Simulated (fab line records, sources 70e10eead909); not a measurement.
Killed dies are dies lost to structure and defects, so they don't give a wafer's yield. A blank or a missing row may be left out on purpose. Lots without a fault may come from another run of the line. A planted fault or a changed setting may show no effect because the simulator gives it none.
Chamber matching | flow nand_harc | NHARC_A_CHANNEL_FILL_D2_ETCHBACK_20 on rie_diel-02: 4 sister chambers
The step etches the open film in C4F8/O2/Ar, target depth 27 nm, time 13.5 s. 4 wafers are shown with their chamber, then 12 later ones without.

WAFERS WITH THEIR CHAMBER
wafer  | chamber | rf_vpp_V (V)
L084.3 | 3       | 979
L087.1 | 2       | 983
L089.1 | 1       | 973
L089.5 | 0       | 983

WAFERS WITHOUT THEIR CHAMBER
wafer  | rf_vpp_V (V)
L092.1 | 978
L092.2 | 984
L092.3 | 983
L093.2 | 973
L093.3 | 978
L093.5 | 982
L094.1 | 973
L094.4 | 983
L094.5 | 979
L096.1 | 982
L096.5 | 976
L096.6 | 982

WHICH CHAMBER EACH WENT THROUGH
wafer  | from the rows above          | in truth
L092.1 | 3                            | 3
L092.2 | can't be placed: 0 or 2      | 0
L092.3 | can't be placed: 0 or 2      | 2
L093.2 | 1                            | 1
L093.3 | 3                            | 3
L093.5 | can't be placed: 0 or 2 or 3 | 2
L094.1 | 1                            | 1
L094.4 | can't be placed: 0 or 2      | 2
L094.5 | 3                            | 3
L096.1 | can't be placed: 0 or 2 or 3 | 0
L096.5 | can't be placed: 1 or 3      | 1
L096.6 | can't be placed: 0 or 2 or 3 | 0
Placed correctly: 5 of 12. Can't be placed from these rows: 7 (the true chamber is among the candidates in 7). Placed wrongly: 0.
How it was worked out, from the rows above alone: a wafer's distance from a chamber is the root of the sum, over the readings, of the square of ((its reading less the chamber's mean) divided by the reading's scatter). The wafer belongs to the nearest chamber; if the next one is less than 2 further off, it can't be placed. A chamber's mean is the mean of its shown wafers. The scatter: with one shown wafer a chamber, the root of the mean of the squares of how far each hidden wafer lies from its nearest shown one.
